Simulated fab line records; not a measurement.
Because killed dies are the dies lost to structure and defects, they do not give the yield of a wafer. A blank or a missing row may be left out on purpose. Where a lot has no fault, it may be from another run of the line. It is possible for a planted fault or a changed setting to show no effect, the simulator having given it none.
Lot-split experiment | flow n5 finfet | on a route of 1938 steps: 7 lots, 21 wafers read

THE SPLIT ITSELF
At N5_MOL_CONTACT_COAG_ALD_133 (deposits SiO2, target thk 5 nm, pulse time 1 s, co reactant pulse time 1 s), the setting ald cycles was moved away from the recipe's 35 on 4 of the 21 wafers read, by -11.4% to +11.4%. For the rest of the wafers, this setting stayed at what the recipe calls for.

Reading taken at the split's own step.

THE READING
SiO2_of_MOL_CONTACT_COAG_ALD_133.thk nm (the simulator's own value, which no gauge read), in nm, at N5_MOL_CONTACT_COAG_ALD_133 (deposits SiO2, target thk 5 nm, pulse time 1 s, co reactant pulse time 1 s). The file does not state a usual value for it.

wafer  | tool, chamber at the split | ald cycles as run | against the recipe | SiO2_of_MOL_CONTACT_COAG_ALD_133.thk nm, nm | against lot-mates on the recipe
L075.1 | ald sin-03, 3,1,3          | 35                | recipe             | 5                                           | -
L075.2 | ald sin-03, 3,1,3          | 35                | recipe             | 5                                           | -
L075.6 | ald sin-03, 3,1,3          | 35                | recipe             | 5                                           | -
L078.1 | ald sin-02, 0,3,2          | 35                | recipe             | 5                                           | -
L078.3 | ald sin-02, 0,3,2          | 35                | recipe             | 5                                           | -
L078.5 | ald sin-02, 0,3,2          | 35                | recipe             | 5                                           | -
L079.1 | ald sin-01, 2,0            | 35                | recipe             | 5                                           | -
L079.6 | ald sin-01, 2,0            | 35                | recipe             | 5                                           | -
L079.3 | ald sin-01, 3              | 31                | -11.4%             | 4.4                                         | -0.6
L081.4 | ald sin-03, 1,1,2          | 35                | recipe             | 5                                           | -
L081.5 | ald sin-03, 1,1,2          | 35                | recipe             | 5                                           | -
L081.6 | ald sin-03, 1,1,2          | 35                | recipe             | 5                                           | -
L086.2 | ald sin-03, 0,1,3          | 35                | recipe             | 5                                           | -
L086.3 | ald sin-03, 0,1,3          | 35                | recipe             | 5                                           | -
L086.4 | ald sin-03, 0,1,3          | 35                | recipe             | 5                                           | -
L089.2 | ald sin-02, 1,2            | 35                | recipe             | 5                                           | -
L089.3 | ald sin-02, 1,2            | 35                | recipe             | 5                                           | -
L089.6 | ald sin-02, 2              | 39                | +11.4%             | 5.6                                         | +0.6
L090.1 | ald sin-02, 3,1            | 37                | +5.7%              | 5.2                                         | +0.2
L090.4 | ald sin-02, 3,1            | 37                | +5.7%              | 5.2                                         | +0.2
L090.5 | ald sin-02, 0              | 35                | recipe             | 5                                           | -
Rows listing several chambers each stand for several wafers; the file does not say which wafer went through which chamber.

FIT RESULTS
A straight line over all 21 wafers: SiO2_of_MOL_CONTACT_COAG_ALD_133.thk nm changes by +0.0493 nm for each +1% of ald cycles; r = +0.99; the points scatter about the line by 0.028 nm.
The same after taking each lot's own level away (the mean of its wafers on the recipe; 21 wafers): +0.0493 nm for each +1%; r = +0.99; scatter 0.028 nm.
That fit puts the effect of the largest move of ald cycles on the reading at 0.56 nm.
The lots' own levels span 5.00 to 5.00 nm.
The two slopes are in agreement: the lot-to-lot level therefore moves the slope only a little.
Check: -0.542 nm against its lot-mates is what the line predicts for one of the wafers moved furthest among these (-11.4%) when that wafer is left out of the fit. Against them it came out at -0.6 nm.

THESE WAFERS: OTHER SPLITS
Other splits were also applied to these wafers ahead of the reading. Each is held against what the fit with the lots' levels taken away leaves over:
other split on the same wafers      | wafers away from the commonest value | r with SiO2_of_MOL_CONTACT_COAG_ALD_133.thk nm (lot level and that fit taken away)
N5_SD_EPI_P_EPI_21 temp c           | 7                                    | -0.14
N5_HKMG_FIN_ETCH_54 source w        | 7                                    | +0.42
N5_GATE_CUT_COAT_27 spin rpm        | 10                                   | +0.03
N5_GATE_CUT_EXPOSE_10 dose mj       | 8                                    | -0.57
N5_MOL_CONTACT_COAG_ETCH_105 bias w | 9                                    | -0.30

THE FILE'S OWN FIT
SiO2_of_MOL_CONTACT_COAG_ALD_133.thk nm changes by +0.0506 nm for each +1% of ald cycles, r = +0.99.
